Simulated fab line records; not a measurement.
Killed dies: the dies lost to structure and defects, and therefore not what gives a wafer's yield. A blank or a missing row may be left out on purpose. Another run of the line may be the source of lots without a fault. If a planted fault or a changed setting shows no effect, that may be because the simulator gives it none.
fab line records	flow n5Finfet
[record] lots = 24	wafers = 72	lastDay = 20
route steps=1938 shown MOL_CONTACT_COAG@607 BEOL_M0_SAQP@650
lots that met no fault: taken from a fault-free run of the same line
startH: hours from the record's opening day to when the first of the lot's shown wafers began	waitH: hours elapsed since this lot's preceding step	" unchanged from the row above	L1.1+2: one row covering several wafers at once	- value missing, or start not given	* or withheld: withheld	< > ~ a bound
route shown NAME@n: NAME is a module with steps in the file, n the number in the route of the first one	usual: mean/standard deviation taken from wafers without a fault	same: alike in all rows	chamber/n: place in a boat	sites: each site's reading	_std_site: the standard deviation of these	_edge_site: the outer-site mean with the inner-site mean subtracted	radiusMm: for every site, how far away it sits from the centre of the wafer	mask NAME#n: copy n	behind: the tool/chamber that last shaped the wafer	hold: why the lot was held/for how many hours/how that ended	device: transistor that didn't switch, given as n, p or np	end of line: at the end of the route, the tests of the same wafers	a step with no rows: only its recipe	killed: dies that structure and defects cost at the first sort, which is not the same as the wafer's yield	map: a wafer's dies, marking killed ones x, the rest . and places with no die _
set.NAME: the run value of the setting; set.NAME@STEP: its run value at that earlier step	model.NAME: the simulator's own value behind a step, which no gauge read
one table for each step of the route and one row for each wafer, over a sample of lots
services: from which hour (startH, from the record's first day; less than 0 if before it) a tool's chamber was out of use, for how many hours, and why
[[steps]]
[step N5_MOL_CONTACT_COAG_ETCH_66]
[recipe] chemistry = CF4	target = SiARC	targetDepthA = 130	maskMaterial = CAR-EUV	timeS = 21.7	ionEnergyEv = 80	pressureMtorr = 40	sourceW = 545	biasW = 36	Ar_flow_sccm = 100	cf4FlowSccm = 100	ends = cleared
[usual] drypumpMotorCurrentA = 5.49/0.22	etchRfOnTimeS = 21.7/0.3	oesProductAu = 0.67/0.061	rfVppV = 183.9/1.1	showerheadPlenumPTorr = 2.13/0.063	throttleValvePct = 15.55/0.22
lot.wafer	tool	chamber	startH	waitH	drypumpMotorCurrentA	etchRfOnTimeS	oesProductAu	rfHoursCounterH	rfVppV	showerheadPlenumPTorr	throttleValvePct
L074.2	rieDiel-05	2	101.78	0.0	5.88	22.3	0.62	170	184.0	2.14	15.48
L074.3	"	0	"	"	5.11	21.9	0.65	140	184.5	2.23	15.87
L074.5	"	3	"	"	5.60	21.6	0.84	-	185.3	2.20	15.38
L075.1	rieDiel-05	0	108.56	0.0	5.10	22.0	0.65	142	184.4	2.23	15.88
L075.5	"	2	"	"	5.93	22.3	0.62	-	183.2	2.14	15.49
L075.6	"	3	"	"	5.59	21.7	0.82	-	185.1	2.20	15.38
L076.2	rieDiel-06	2	113.89	0.0	5.27	21.5	0.63	168	183.8	2.14	15.40
L076.3	"	3	"	"	5.34	21.5	0.70	103	184.5	2.16	15.63
L076.5	"	3	"	"	5.33	21.4	0.69	-	183.9	2.16	15.63
L077.4	rieDiel-06	3	120.00	0.0	5.34	21.5	0.70	105	184.8	2.16	15.65
L077.5	"	0	"	"	5.53	22.0	0.64	-	182.2	2.05	15.75
L077.6	"	3	"	"	5.34	21.5	0.70	-	184.8	2.16	15.65
L078.1	rieDiel-06	1	123.96	0.0	5.85	21.4	0.71	66	184.5	2.18	15.19
L078.2	"	0	"	"	5.51	21.9	0.65	161	182.4	2.05	15.74
L078.6	"	3	"	"	5.33	21.6	0.70	-	184.1	2.16	15.64
L079.3	rieDiel-06	3	133.28	0.0	5.33	21.6	0.69	111	184.1	2.16	15.65
L079.5	"	1	"	"	5.85	21.5	0.70	-	184.8	2.18	15.19
L079.6	"	0	"	"	5.53	22.0	0.64	-	182.6	2.05	15.75
L080.3	rieDiel-05	1	136.98	0.0	5.54	22.0	0.59	241	183.4	2.20	15.89
L080.4	"	2	"	"	5.91	22.5	0.62	182	182.9	2.13	15.51
L080.6	"	3	"	"	5.60	21.5	0.81	-	185.0	2.19	15.41
L081.2	rieDiel-06	0	143.67	0.0	5.54	21.9	0.64	169	183.5	2.05	15.76
L081.5	"	3	"	"	5.32	21.5	0.69	-	183.1	2.15	15.67
L081.6	"	2	"	"	5.27	21.6	0.63	-	184.7	2.13	15.44
L082.2	rieDiel-06	0	148.43	0.0	5.53	21.8	0.64	171	182.9	2.05	15.77
L082.4	"	3	"	"	5.34	21.3	0.69	116	184.4	2.15	15.67
L082.5	"	3	"	"	5.34	21.6	0.69	-	185.4	2.15	15.66
L083.2	rieDiel-03	3	159.95	0.0	5.31	21.5	0.74	41	184.7	2.17	15.76
L083.5	"	1	"	"	5.44	21.6	0.77	-	183.6	2.18	15.16
L083.6	"	0	"	"	5.44	22.1	0.63	-	183.7	2.14	15.61
L084.1	rieDiel-06	1	161.51	0.0	5.87	21.4	0.69	79	183.9	2.17	15.21
L084.3	"	0	"	"	5.54	21.8	0.64	174	185.4	2.05	15.77
L084.4	"	3	"	"	5.33	21.6	0.68	120	183.7	2.15	15.68
L085.1	rieDiel-03	2	167.38	0.0	5.59	22.0	0.64	141	181.8	1.98	15.67
L085.2	"	3	"	"	5.29	21.8	0.74	43	185.5	2.17	15.75
L085.5	"	3	"	"	5.28	21.9	0.74	-	185.6	2.17	15.75
L086.2	rieDiel-06	0	172.39	0.0	5.53	22.0	0.63	178	182.3	2.05	15.77
L086.4	"	2	"	"	5.24	21.6	0.62	190	182.3	2.13	15.44
L086.6	"	2	"	"	5.27	21.9	0.62	-	182.6	2.13	15.45
L087.2	rieDiel-03	1	178.35	0.0	5.43	21.6	0.76	40	184.9	2.17	15.17
L087.5	"	2	"	"	5.59	21.8	0.64	-	181.6	1.98	15.69
L087.6	"	1	"	"	5.43	21.7	0.76	-	184.8	2.17	15.17
L088.1	rieDiel-06	3	182.36	0.0	5.31	21.5	0.68	128	183.9	2.15	15.69
L088.2	"	2	"	"	5.26	21.5	0.62	194	183.5	2.13	15.46
L088.4	"	1	"	"	5.86	21.4	0.69	87	184.8	2.17	15.23
L089.1	rieDiel-05	3	192.23	0.0	5.58	21.7	0.76	37	185.0	2.18	15.44
L089.2	"	1	"	"	5.55	21.0	0.83	3	183.8	2.19	15.43
L089.6	"	3	"	"	5.61	21.6	0.76	-	182.9	2.19	15.43
L090.2	rieDiel-06	2	203.49	0.0	5.30	21.8	0.60	201	184.2	2.13	15.47
L090.4	"	3	"	"	5.32	21.6	0.67	135	184.4	2.15	15.69
L090.6	"	3	"	"	5.34	21.7	0.67	-	184.3	2.15	15.70
L091.2	rieDiel-05	2	204.18	0.0	5.93	22.6	0.60	208	184.0	2.13	15.56
L091.4	"	3	"	"	5.60	22.3	0.75	42	184.3	2.18	15.45
L091.6	"	1	"	"	5.52	21.3	0.81	-	185.5	2.19	15.44
L092.3	rieDiel-06	2	206.77	0.0	5.27	21.8	0.61	202	184.7	2.13	15.48
L092.4	"	1	"	"	5.87	21.7	0.68	95	184.8	2.17	15.22
L092.5	"	3	"	"	5.31	21.7	0.67	-	184.6	2.15	15.71
L093.1	rieDiel-03	2	217.86	0.0	5.60	21.9	0.63	158	182.4	1.98	15.71
L093.2	"	1	"	"	5.42	21.6	0.74	53	184.5	2.17	15.20
L093.5	"	1	"	"	5.45	21.7	0.73	-	184.1	2.17	15.20
L094.2	rieDiel-03	1	225.38	0.0	5.43	21.6	0.74	57	183.0	2.17	15.20
L094.3	"	0	"	"	5.43	22.0	0.61	180	183.9	2.13	15.66
L094.5	"	1	"	"	5.47	21.6	0.73	-	185.0	2.17	15.21
L095.1	rieDiel-06	2	230.49	0.0	5.29	21.9	0.60	210	184.1	2.12	15.49
L095.4	"	1	"	"	5.86	21.6	0.67	103	183.2	2.17	15.25
L095.5	"	1	"	"	5.88	21.5	0.66	-	184.7	2.17	15.25
L096.1	rieDiel-03	1	239.49	0.0	5.44	21.4	0.74	61	183.9	2.17	15.22
L096.4	"	3	"	"	5.26	21.6	0.72	67	184.6	2.17	15.79
L096.6	"	1	"	"	5.42	21.5	0.73	-	184.0	2.17	15.20
L097.1	rieDiel-06	0	245.38	0.0	5.55	21.8	0.62	203	181.5	2.04	15.84
L097.4	"	2	"	"	5.27	21.8	0.60	214	182.6	2.12	15.48
L097.6	"	3	"	"	5.35	21.6	0.66	-	184.9	2.14	15.73
[step N5_MOL_CONTACT_COAG_ETCHBACK_134]
[recipe] chemistry = CHF3	target = SiO2	targetDepthA = 100	timeS = 6.7	ionEnergyEv = 200	pressureMtorr = 30	sourceW = 610	biasW = 170	Ar_flow_sccm = 200	CHF3_flow_sccm = 50
[usual] drypumpMotorCurrentA = 5.49/0.21	oes_ar_750_au = 0.80/0.077	oesProductAu = 0.80/0.08	rfVppV = 525/4.2	showerheadPlenumPTorr = 2.38/0.081	throttleValvePct = 18.69/0.23
lot.wafer	tool	chamber	startH	waitH	drypumpMotorCurrentA	oes_ar_750_au	oesProductAu	rfHoursCounterH	rfVppV	showerheadPlenumPTorr	throttleValvePct
L074.2	rieDiel-03	2	102.08	0.1	5.60	0.78	0.77	118	520	2.21	18.72
L074.3	"	1	"	"	5.42	0.95	0.96	13	531	2.43	18.27
L074.5	"	2	"	"	5.59	0.77	0.78	-	518	2.21	18.71
L075.1	rieDiel-05	2	108.82	0.1	5.91	0.74	0.74	173	532	2.38	18.56
L075.5	"	1	"	"	5.55	0.71	0.69	-	527	2.44	18.91
L075.6	"	0	"	"	5.11	0.77	0.76	-	521	2.47	18.97
L076.2	rieDiel-03	2	114.21	0.1	5.62	0.77	0.78	122	518	2.21	18.74
L076.3	"	3	"	"	5.29	0.88	0.90	26	527	2.42	18.87
L076.5	"	3	"	"	5.29	0.88	0.90	-	526	2.42	18.88
L077.4	rieDiel-03	1	120.43	0.1	5.41	0.93	0.93	19	531	2.43	18.27
L077.5	"	3	"	"	5.30	0.88	0.89	-	526	2.42	18.88
L077.6	"	2	"	"	5.61	0.77	0.77	-	518	2.21	18.72
L078.1	rieDiel-05	0	124.41	0.3	5.10	0.76	0.75	147	521	2.47	18.99
L078.2	"	2	"	"	5.91	0.74	0.73	178	531	2.38	18.59
L078.6	"	0	"	"	5.12	0.76	0.76	-	521	2.47	18.99
L079.3	rieDiel-03	1	133.86	0.1	5.44	0.92	0.92	24	530	2.42	18.29
L079.5	"	2	"	"	5.60	0.76	0.77	-	518	2.20	18.76
L079.6	"	1	"	"	5.45	0.92	0.91	-	531	2.42	18.28
L080.3	rieDiel-05	1	137.31	0.2	5.55	0.70	0.68	241	529	2.44	18.95
L080.4	"	3	"	"	5.61	0.94	0.94	15	526	2.43	18.53
L080.6	"	1	"	"	5.52	0.70	0.69	-	530	2.44	18.95
L081.2	rieDiel-03	3	143.99	0.2	5.33	0.86	0.88	36	525	2.42	18.86
L081.5	"	3	"	"	5.30	0.86	0.89	-	526	2.42	18.89
L081.6	"	0	"	"	5.46	0.74	0.75	-	525	2.38	18.72
L082.2	rieDiel-03	2	148.69	0.1	5.60	0.75	0.77	135	518	2.20	18.74
L082.4	"	0	"	"	5.46	0.74	0.74	155	526	2.38	18.69
L082.5	"	1	"	"	5.45	0.91	0.90	-	531	2.42	18.29
L083.2	rieDiel-05	0	160.21	0.1	5.11	0.76	0.75	158	520	2.47	19.00
L083.5	"	0	"	"	5.11	0.75	0.74	-	520	2.47	19.01
L083.6	"	3	"	"	5.63	0.92	0.91	-	525	2.43	18.52
L084.1	rieDiel-03	2	161.83	0.2	5.61	0.75	0.76	139	519	2.20	18.76
L084.3	"	1	"	"	5.43	0.90	0.91	34	531	2.42	18.31
L084.4	"	0	"	"	5.44	0.73	0.73	159	525	2.38	18.70
L085.1	rieDiel-03	0	167.64	0.1	5.43	0.74	0.74	160	525	2.38	18.69
L085.2	"	1	"	"	5.45	0.90	0.89	36	531	2.42	18.30
L085.5	"	2	"	"	5.60	0.75	0.75	-	520	2.20	18.76
L086.2	rieDiel-03	2	172.97	0.2	5.61	0.75	0.76	143	519	2.20	18.77
L086.4	"	0	"	"	5.46	0.73	0.73	162	525	2.38	18.71
L086.6	"	3	"	"	5.31	0.86	0.87	-	526	2.41	18.90
L087.2	rieDiel-06	0	178.61	0.1	5.55	0.74	0.75	180	523	2.28	18.92
L087.5	"	1	"	"	5.87	0.80	0.80	-	526	2.41	18.30
L087.6	"	0	"	"	5.52	0.73	0.74	-	524	2.28	18.93
L088.1	rieDiel-03	3	182.62	0.1	5.31	0.85	0.86	49	525	2.41	18.91
L088.2	"	0	"	"	5.47	0.73	0.73	166	525	2.38	18.72
L088.4	"	2	"	"	5.61	0.75	0.76	147	519	2.20	18.79
L089.1	rieDiel-03	0	192.69	0.1	5.44	0.73	0.73	170	525	2.38	18.73
L089.2	"	3	"	"	5.30	0.84	0.85	52	526	2.41	18.91
L089.6	"	2	"	"	5.60	0.75	0.74	-	517	2.20	18.78
L090.2	rieDiel-03	1	204.06	0.1	5.41	0.87	0.88	49	531	2.41	18.33
L090.4	"	2	"	"	5.62	0.74	0.74	153	518	2.19	18.78
L090.6	"	2	"	"	5.59	0.74	0.75	-	518	2.20	18.80
L091.2	rieDiel-05	3	204.49	0.2	5.62	0.88	0.88	42	525	2.42	18.57
L091.4	"	1	"	"	5.59	0.94	0.95	8	528	2.43	18.58
L091.6	"	3	"	"	5.61	0.89	0.88	-	526	2.42	18.55
L092.3	rieDiel-05	3	207.35	0.3	5.61	0.89	0.88	43	523	2.42	18.57
L092.4	"	2	"	"	5.91	0.71	0.71	209	530	2.36	18.64
L092.5	"	3	"	"	5.60	0.89	0.89	-	525	2.42	18.57
L093.1	rieDiel-05	0	218.15	0.1	5.12	0.74	0.72	182	519	2.46	19.06
L093.2	"	1	"	"	5.55	0.94	0.93	12	529	2.43	18.58
L093.5	"	3	"	"	5.60	0.89	0.88	-	525	2.42	18.56
L094.2	rieDiel-06	0	225.78	0.1	5.51	0.73	0.73	196	524	2.27	18.96
L094.3	"	3	"	"	5.35	0.79	0.78	143	528	2.39	18.85
L094.5	"	1	"	"	5.86	0.79	0.79	-	526	2.41	18.32
L095.1	rieDiel-06	2	230.84	0.1	5.28	0.71	0.71	210	530	2.36	18.57
L095.4	"	3	"	"	5.33	0.78	0.77	145	528	2.39	18.84
L095.5	"	2	"	"	5.28	0.71	0.71	-	528	2.36	18.55
L096.1	rieDiel-05	1	240.29	0.1	5.60	0.92	0.91	17	528	2.43	18.57
L096.4	"	2	"	"	5.87	0.71	0.70	218	532	2.36	18.65
L096.6	"	3	"	"	5.59	0.88	0.87	-	525	2.42	18.58
L097.1	rieDiel-03	2	245.90	0.3	5.60	0.73	0.74	168	518	2.19	18.80
L097.4	"	1	"	"	5.46	0.85	0.85	63	530	2.41	18.35
L097.6	"	2	"	"	5.61	0.72	0.73	-	518	2.19	18.81
[step N5_MOL_CONTACT_COAG_CVD_140]
[recipe] material = W	targetThkA = 665	mode = selectiveFill	tempC = 300	timeS = 215
[usual] heaterPowerW = 501/64
lot.wafer	tool	chamber	startH	waitH	heaterPowerW
L074.2	cvdW-02	0	103.01	0.1	470
L074.3	"	1	"	"	551
L074.5	"	0	"	"	464
L075.1	cvdW-02	0	109.46	0.1	469
L075.5	"	1	"	"	563
L075.6	"	0	"	"	475
L076.2	cvdW-02	0	114.85	0.1	464
L076.3	"	0	"	"	471
L076.5	"	1	"	"	567
L077.4	cvdW-02	0	121.15	0.1	488
L077.5	"	0	"	"	471
L077.6	"	1	"	"	564
L078.1	cvdW-02	0	125.05	0.1	465
L078.2	"	1	"	"	564
L078.6	"	0	"	"	473
L079.3	cvdW-02	1	134.59	0.1	566
L079.5	"	1	"	"	556
L079.6	"	0	"	"	459
L080.3	cvdW-02	1	138.13	0.1	564
L080.4	"	0	"	"	461
L080.6	"	1	"	"	572
L081.2	cvdW-01	0	144.63	0.1	382
L081.5	"	0	"	"	386
L081.6	"	1	"	"	520
L082.2	cvdW-02	0	149.33	0.1	475
L082.4	"	0	"	"	465
L082.5	"	1	"	"	565
L083.2	cvdW-01	0	160.85	0.1	382
L083.5	"	0	"	"	386
L083.6	"	1	"	"	527
L084.1	cvdW-01	1	162.47	0.1	516
L084.3	"	0	"	"	383
L084.4	"	1	"	"	521
L085.1	cvdW-02	1	168.28	0.1	566
L085.2	"	0	"	"	475
L085.5	"	0	"	"	458
L086.2	cvdW-02	1	173.61	0.1	574
L086.4	"	1	"	"	572
L086.6	"	0	"	"	476
L087.2	cvdW-02	0	179.25	0.1	476
L087.5	"	1	"	"	564
L087.6	"	0	"	"	460
L088.1	cvdW-02	0	183.27	0.1	463
L088.2	"	1	"	"	572
L088.4	"	0	"	"	472
L089.1	cvdW-02	0	193.32	0.1	472
L089.2	"	1	"	"	559
L089.6	"	1	"	"	557
L090.2	cvdW-01	0	204.69	0.1	388
L090.4	"	0	"	"	376
L090.6	"	1	"	"	507
L091.2	cvdW-02	0	205.13	0.1	471
L091.4	"	1	"	"	568
L091.6	"	0	"	"	468
L092.3	cvdW-02	0	208.08	0.1	463
L092.4	"	1	"	"	565
L092.5	"	0	"	"	476
L093.1	cvdW-02	1	218.88	0.1	577
L093.2	"	1	"	"	564
L093.5	"	1	"	"	569
L094.2	cvdW-01	0	226.44	0.1	387
L094.3	"	1	"	"	507
L094.5	"	0	"	"	386
L095.1	cvdW-01	1	231.48	0.1	519
L095.4	"	0	"	"	371
L095.5	"	1	"	"	522
L096.1	cvdW-01	0	240.95	0.1	378
L096.4	"	0	"	"	387
L096.6	"	1	"	"	527
L097.1	cvdW-02	0	246.87	0.1	479
L097.4	"	1	"	"	563
L097.6	"	1	"	"	583
[step N5_MOL_CONTACT_COAG_INSPECT_97]
[recipe] inspectInstrument = darkfield	mode = postAnneal
[usual] rawDefectCount = 45/17
lot.wafer	tool	chamber	startH	waitH	rawDefectCount
L074.2	defectInspect-02	-	106.71	0.1	56
L074.3	"	-	"	"	33
L074.5	"	-	"	"	51
L075.1	defectInspect-01	-	113.13	0.0	39
L075.5	"	-	"	"	30
L075.6	"	-	"	"	35
L076.2	defectInspect-02	-	118.54	0.0	41
L076.3	"	-	"	"	57
L076.5	"	-	"	"	51
L077.4	defectInspect-02	-	124.95	0.1	47
L077.5	"	-	"	"	36
L077.6	"	-	"	"	16
L078.1	defectInspect-02	-	128.71	0.0	70
L078.2	"	-	"	"	62
L078.6	"	-	"	"	37
L079.3	defectInspect-02	-	138.23	0.1	25
L079.5	"	-	"	"	33
L079.6	"	-	"	"	61
L080.3	defectInspect-02	-	141.75	0.1	59
L080.4	"	-	"	"	77
L080.6	"	-	"	"	67
L081.2	defectInspect-02	-	148.32	0.0	24
L081.5	"	-	"	"	62
L081.6	"	-	"	"	81
L082.2	defectInspect-02	-	153.03	0.0	35
L082.4	"	-	"	"	53
L082.5	"	-	"	"	52
L083.2	defectInspect-02	-	164.62	0.0	40
L083.5	"	-	"	"	39
L083.6	"	-	"	"	20
L084.1	defectInspect-02	-	167.61	0.0	78
L084.3	"	-	"	"	54
L084.4	"	-	"	"	65
L085.1	defectInspect-01	-	171.97	0.0	66
L085.2	"	-	"	"	53
L085.5	"	-	"	"	35
L086.2	defectInspect-01	-	177.32	0.1	62
L086.4	"	-	"	"	28
L086.6	"	-	"	"	47
L087.2	defectInspect-02	-	182.98	0.1	43
L087.5	"	-	"	"	60
L087.6	"	-	"	"	46
L088.1	defectInspect-02	-	186.93	0.0	31
L088.2	"	-	"	"	22
L088.4	"	-	"	"	22
L089.1	defectInspect-02	-	196.99	0.0	38
L089.2	"	-	"	"	45
L089.6	"	-	"	"	32
L090.2	defectInspect-01	-	208.38	0.0	15
L090.4	"	-	"	"	16
L090.6	"	-	"	"	23
L091.2	defectInspect-02	-	211.39	0.1	49
L091.4	"	-	"	"	49
L091.6	"	-	"	"	25
L092.3	defectInspect-02	-	214.40	0.1	35
L092.4	"	-	"	"	29
L092.5	"	-	"	"	33
L093.1	defectInspect-01	-	222.78	0.0	20
L093.2	"	-	"	"	29
L093.5	"	-	"	"	59
L094.2	defectInspect-01	-	230.12	0.0	30
L094.3	"	-	"	"	24
L094.5	"	-	"	"	49
L095.1	defectInspect-02	-	235.16	0.0	51
L095.4	"	-	"	"	40
L095.5	"	-	"	"	61
L096.1	defectInspect-02	-	244.63	0.0	35
L096.4	"	-	"	"	29
L096.6	"	-	"	"	44
L097.1	defectInspect-02	-	252.86	0.0	53
L097.4	"	-	"	"	61
L097.6	"	-	"	"	65
[step N5_BEOL_M0_SAQP_OVL_MEAS_15]
[recipe] pointsPerWafer = 44
[usual] M0_CORE_OVL = 0.5/0.68
lot.wafer	tool	chamber	startH	waitH	M0_CORE_OVL[nm]
L074.2	overlay-02	0	109.32	0.0	0.6
L074.3	"	0	"	"	-1.1
L074.5	"	0	"	"	-0.5
L075.1	overlay-01	0	115.20	0.0	0.0
L075.5	"	0	"	"	0.5
L075.6	"	0	"	"	1.5
L076.2	overlay-02	0	120.36	0.0	0.3
L076.3	"	0	"	"	0.9
L076.5	"	0	"	"	-0.3
L077.4	overlay-01	0	126.53	0.0	0.5
L077.5	"	0	"	"	0.6
L077.6	"	0	"	"	1.5
L078.1	overlay-02	0	131.57	0.0	1.4
L078.2	"	0	"	"	0.6
L078.6	"	0	"	"	0.9
L079.3	overlay-01	0	139.99	0.0	-0.1
L079.5	"	0	"	"	-0.1
L079.6	"	0	"	"	-0.1
L080.3	overlay-01	0	144.21	0.0	1.4
L080.4	"	0	"	"	1.4
L080.6	"	0	"	"	1.4
L081.2	overlay-01	0	152.00	0.0	1.5
L081.5	"	0	"	"	0.8
L081.6	"	0	"	"	1.7
L082.2	overlay-02	0	155.54	0.0	-0.1
L082.4	"	0	"	"	0.4
L082.5	"	0	"	"	0.7
L083.2	overlay-01	0	166.68	0.0	0.4
L083.5	"	0	"	"	-0.4
L083.6	"	0	"	"	0.2
L084.1	overlay-01	0	169.99	0.0	0.3
L084.3	"	0	"	"	0.2
L084.4	"	0	"	"	0.2
L085.1	overlay-02	0	173.96	0.0	0.6
L085.2	"	0	"	"	0.5
L085.5	"	0	"	"	2.3
L086.2	overlay-01	0	180.33	0.0	0.2
L086.4	"	0	"	"	0.0
L086.6	"	0	"	"	0.3
L087.2	overlay-01	0	185.00	0.0	-0.5
L087.5	"	0	"	"	0.0
L087.6	"	0	"	"	-0.1
L088.1	overlay-01	0	190.45	0.0	0.9
L088.2	"	0	"	"	1.7
L088.4	"	0	"	"	0.5
L089.1	overlay-02	0	198.92	0.0	0.4
L089.2	"	0	"	"	0.6
L089.6	"	0	"	"	0.9
L090.2	overlay-01	0	210.07	0.0	0.3
L090.4	"	0	"	"	0.1
L090.6	"	0	"	"	0.4
L091.2	overlay-02	0	213.69	0.0	1.4
L091.4	"	0	"	"	1.1
L091.6	"	0	"	"	1.6
L092.3	overlay-02	0	215.76	0.0	0.5
L092.4	"	0	"	"	0.6
L092.5	"	0	"	"	0.6
L093.1	overlay-01	0	224.49	0.0	0.0
L093.2	"	0	"	"	0.9
L093.5	"	0	"	"	0.4
L094.2	overlay-02	0	231.64	0.0	0.9
L094.3	"	0	"	"	1.0
L094.5	"	0	"	"	0.9
L095.1	overlay-01	0	236.92	0.0	-0.5
L095.4	"	0	"	"	-0.1
L095.5	"	0	"	"	-0.3
L096.1	overlay-01	0	247.63	0.0	1.2
L096.4	"	0	"	"	0.3
L096.6	"	0	"	"	1.3
L097.1	overlay-01	0	254.20	0.0	0.0
L097.4	"	0	"	"	0.3
L097.6	"	0	"	"	-0.7
[step N5_BEOL_M0_SAQP_INSPECT_16]
[recipe] mode = adi	inspectInstrument = brightfield
[usual] rawDefectCount = 445/110
lot.wafer	tool	chamber	startH	waitH	rawDefectCount
L074.2	defectInspect-02	-	109.34	0.0	318
L074.3	"	-	"	"	248
L074.5	"	-	"	"	356
L075.1	defectInspect-02	-	115.23	0.0	533
L075.5	"	-	"	"	693
L075.6	"	-	"	"	518
L076.2	defectInspect-02	-	120.38	0.0	305
L076.3	"	-	"	"	382
L076.5	"	-	"	"	339
L077.4	defectInspect-01	-	126.56	0.0	378
L077.5	"	-	"	"	465
L077.6	"	-	"	"	380
L078.1	defectInspect-02	-	131.60	0.0	568
L078.2	"	-	"	"	446
L078.6	"	-	"	"	322
L079.3	defectInspect-02	-	140.02	0.0	540
L079.5	"	-	"	"	423
L079.6	"	-	"	"	447
L080.3	defectInspect-02	-	144.24	0.0	484
L080.4	"	-	"	"	539
L080.6	"	-	"	"	578
L081.2	defectInspect-01	-	152.02	0.0	443
L081.5	"	-	"	"	483
L081.6	"	-	"	"	314
L082.2	defectInspect-02	-	155.57	0.0	624
L082.4	"	-	"	"	762
L082.5	"	-	"	"	597
L083.2	defectInspect-01	-	166.71	0.0	276
L083.5	"	-	"	"	290
L083.6	"	-	"	"	356
L084.1	defectInspect-01	-	170.02	0.0	217
L084.3	"	-	"	"	357
L084.4	"	-	"	"	261
L085.1	defectInspect-02	-	173.99	0.0	305
L085.2	"	-	"	"	457
L085.5	"	-	"	"	395
L086.2	defectInspect-02	-	180.35	0.0	391
L086.4	"	-	"	"	399
L086.6	"	-	"	"	553
L087.2	defectInspect-01	-	185.02	0.0	418
L087.5	"	-	"	"	495
L087.6	"	-	"	"	398
L088.1	defectInspect-02	-	190.47	0.0	425
L088.2	"	-	"	"	371
L088.4	"	-	"	"	500
L089.1	defectInspect-02	-	198.94	0.0	547
L089.2	"	-	"	"	539
L089.6	"	-	"	"	547
L090.2	defectInspect-01	-	210.09	0.0	486
L090.4	"	-	"	"	440
L090.6	"	-	"	"	500
L091.2	defectInspect-02	-	213.72	0.0	399
L091.4	"	-	"	"	342
L091.6	"	-	"	"	441
L092.3	defectInspect-02	-	215.79	0.0	617
L092.4	"	-	"	"	468
L092.5	"	-	"	"	441
L093.1	defectInspect-01	-	224.51	0.0	364
L093.2	"	-	"	"	271
L093.5	"	-	"	"	472
L094.2	defectInspect-01	-	231.67	0.0	421
L094.3	"	-	"	"	366
L094.5	"	-	"	"	400
L095.1	defectInspect-01	-	236.94	0.0	700
L095.4	"	-	"	"	535
L095.5	"	-	"	"	499
L096.1	defectInspect-01	-	247.65	0.0	311
L096.4	"	-	"	"	516
L096.6	"	-	"	"	271
L097.1	defectInspect-02	-	254.23	0.0	490
L097.4	"	-	"	"	413
L097.6	"	-	"	"	470
[[services]]
tool	chamber	startH	hours	kind
rieDiel-06	1	110.57	8.0	repair
cvdW-02	-	135.54	1.9	repair
cvdW-02	-	139.73	2.8	pm
rieDiel-05	1	166.89	-	clean
rieDiel-05	1	166.89	-	consumableReplace:focusRing
rieDiel-05	2	191.71	1.3	repair
cvdW-02	0	214.32	5.9	repair
cvdW-01	1	246.43	3.3	repair
[[key]]
fault none
